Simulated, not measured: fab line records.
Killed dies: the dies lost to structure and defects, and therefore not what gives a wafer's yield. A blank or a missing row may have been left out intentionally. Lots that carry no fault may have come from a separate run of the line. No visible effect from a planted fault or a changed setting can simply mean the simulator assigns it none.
Comparing a struck lot with a sound one    flow n5Finfet    39 out of 1938 route steps
Sound: these wafers, L257.4, L257.5, L257.6. Struck: wafers L267.2, L267.4 (left out: L267.3, a lot-mate that was not struck); the cause follows at the end.
Each step with rows lists, per side, the tool, then ch with its chambers, then its first start. Under that, the readings that differ: sound wafers    struck wafers    difference of the means    sigmas: that difference in standard deviations of wafers without a fault.
alike: words and numbers the same on both sides, and readings whose means are apart by under 2 such deviations; not compared: readings that were withheld, readings missing a value for some wafer, numbers with overlapping values and no deviation given by the record, and bounds like >300 which may hide the same value.
Wherever a step has rows on one side only, a row that says differs or no value, or a row with sigmas, the two part there. Non-overlapping numbers with no deviation appear without sigmas and do not part them. A reading missing from all wafers of one side parts the sides only when that side holds two or more wafers.

first, 10 steps without rows for these wafers: N5_FIN_SAQP_DESCUM_21 (chemistry O2, time 7.9 s); N5_FIN_SAQP_ETCH_51 (etches SiARC in CF4, target depth 45.5 nm, time 75.8 s); N5_FIN_SAQP_ETCH_52 (etches SOC in N2/H2, target depth 100 nm, overetch 20 nm, time 150 s); N5_FIN_SAQP_STRIP_53 (strips in N2/H2); N5_FIN_SAQP_HM_OPEN_73 (chemistry CHF3/O2, target SiO2, stops on a-Si, target depth 12 nm, time 16.8 s); N5_FIN_SAQP_STRIP_74 (strips in CHF3/O2); N5_FIN_SAQP_MANDREL_ETCH_22 (etches a-Si in HBr/Cl2, stops on SiNx, target depth 60 nm, bt time 10 s, time 30 s); N5_FIN_SAQP_STRIP_55 (strips in N2/H2); N5_FIN_SAQP_STRIP_23 (strips in SPM, time 750 s); N5_FIN_SAQP_SRD_66 (time 30 s).
N5_FIN_SAQP_RECESS_75: chemistry HF/NH3, target SiO2, target depth 14.4 nm, afs cycles 3, sublimation time 60 s.
  sound on vaporEtch-01 ch 0,1, day 1 22:32; struck on vaporEtch-01 ch 0, day 4 11:45
  alike: drypumpMotorCurrentA
then, 23 steps without rows for these wafers: N5_FIN_SAQP_SPACER1_ALD_24 (deposits SiO2, target thk 20.3 nm, pulse time 1 s, purge time 2 s); N5_FIN_SAQP_SPACER1_ETCHBACK_25 (etches SiO2 in CHF3/O2, target depth 24.4 nm, time 12.2 s); N5_FIN_SAQP_MANDREL1_REMOVE_56 (chemistry HBr/Cl2/O2, target a-Si, stops on SiNx, bt time 10 s); N5_FIN_SAQP_ETCH_57 (etches SiNx in CH3F/O2, target depth 32.5 nm, time 46.4 s); N5_FIN_SAQP_ETCH_65 (etches SiO2 in CF4, target depth 4 nm, time 4.4 s); N5_FIN_SAQP_MANDREL_ETCH_58 (etches a-Si in HBr/Cl2, stops on SiNx, target depth 45 nm, bt time 10 s, time 27 s); N5_FIN_SAQP_RECESS_63 (chemistry HF/NH3, target SiO2, target depth 18 nm, afs cycles 3, sublimation time 60 s); N5_FIN_SAQP_COAT_68 (time 60 s, resist thk 100 nm); N5_FIN_SAQP_ETCH_69 (etches SOC in N2/H2, stops on SiNx, target depth 150 nm); N5_FIN_SAQP_ETCH_67 (etches SiNx in CH3F/O2, target depth 30 nm); N5_FIN_SAQP_STRIP_70 (strips in N2/H2); N5_FIN_SAQP_RECESS_71 (chemistry HF/NH3, target SiO2, target depth 3 nm, afs cycles 1, sublimation time 60 s); N5_FIN_SAQP_SPACER2_ALD_28 (deposits SiO2, target thk 8.1 nm, pulse time 1 s, purge time 2 s); N5_FIN_SAQP_SPACER2_ETCHBACK_29 (etches SiO2 in CHF3/O2, target depth 12.2 nm, time 6.1 s); N5_FIN_SAQP_MANDREL2_REMOVE_60 (chemistry HBr/Cl2/O2, target a-Si, stops on SiNx, bt time 10 s); N5_FIN_SAQP_HM_OPEN_33 (chemistry CH3F/O2, target SiNx, target depth 49.4 nm, time 70.6 s); N5_FIN_SAQP_ETCH_34 (etches SiO2 in C4F6/O2, target depth 45 nm, time 15 s); N5_FIN_SAQP_STRIP_77 (strips in N2/H2, time 90 s); N5_FIN_SAQP_ETCH_64 (etches SiO2 in CF4, target depth 1.5 nm); N5_FIN_SAQP_FIN_ETCH_36 (etches the open film in HBr/Cl2/O2, target depth 120 nm, time 50.4 s); N5_FIN_SAQP_PRECLEAN_38 (cleans in O3/DIW, time 45 s); N5_FIN_SAQP_PRECLEAN_45 (cleans in dHF, time 10 s); N5_FIN_SAQP_SRD_39 (time 30 s).
N5_FIN_SAQP_INSPECT_40: inspects for defects (brightfield).
  sound on defectInspect-02 at day 2 03:01; struck on defectInspect-02 at day 4 20:26
reading         sound        struck   difference  sigmas
rawDefectCount  235 409 456  807 807  +440        +5
N5_FIN_CUT_INSPECT_10: inspects for defects (brightfield).
  sound on defectInspect-01 at day 2 03:24; struck on defectInspect-02 at day 4 20:57
reading         sound     struck   difference  sigmas
rawDefectCount  63 93 81  615 622  +540        +39
N5_FIN_CUT_INSPECT_17: inspects for defects (brightfield).
  sound on defectInspect-01 at day 2 04:27; struck on defectInspect-01 at day 4 21:55
reading         sound        struck   difference  sigmas
rawDefectCount  262 466 514  821 843  +418        +5
-- a jump in the record: the struck wafers' starts before and after are 6 days apart (it breaks off in module FIN_CUT and resumes in module BEOL_M4, where the first step shown is number 1111 of the route) --
N5_BEOL_M4_RC_MEAS_101:
  sound on prober-01 ch 0, day 8 01:59; struck on prober-01 ch 0, day 11 08:46
  alike: DIBL_N, DIBL_P, IOFF_N, IOFF_P, ION_N, ION_P, SS_N, SS_P, VT_N, VT_P
-- record jumps: 5 days separate the struck wafers' starts on either side; left off in module BEOL_M4, taken up again in module PASSIVATION, whose first shown step is the route's number 1936 --
N5_PASSIVATION_PROBE_49:
  the record has rows for the struck wafers here (prober-02, day 15 23:12) and none for the sound ones

WHERE THEY PART
Last at N5_PASSIVATION_PROBE_49 as far as this record goes, first at N5_FIN_SAQP_INSPECT_40.

WHY: the cause the simulator had injected
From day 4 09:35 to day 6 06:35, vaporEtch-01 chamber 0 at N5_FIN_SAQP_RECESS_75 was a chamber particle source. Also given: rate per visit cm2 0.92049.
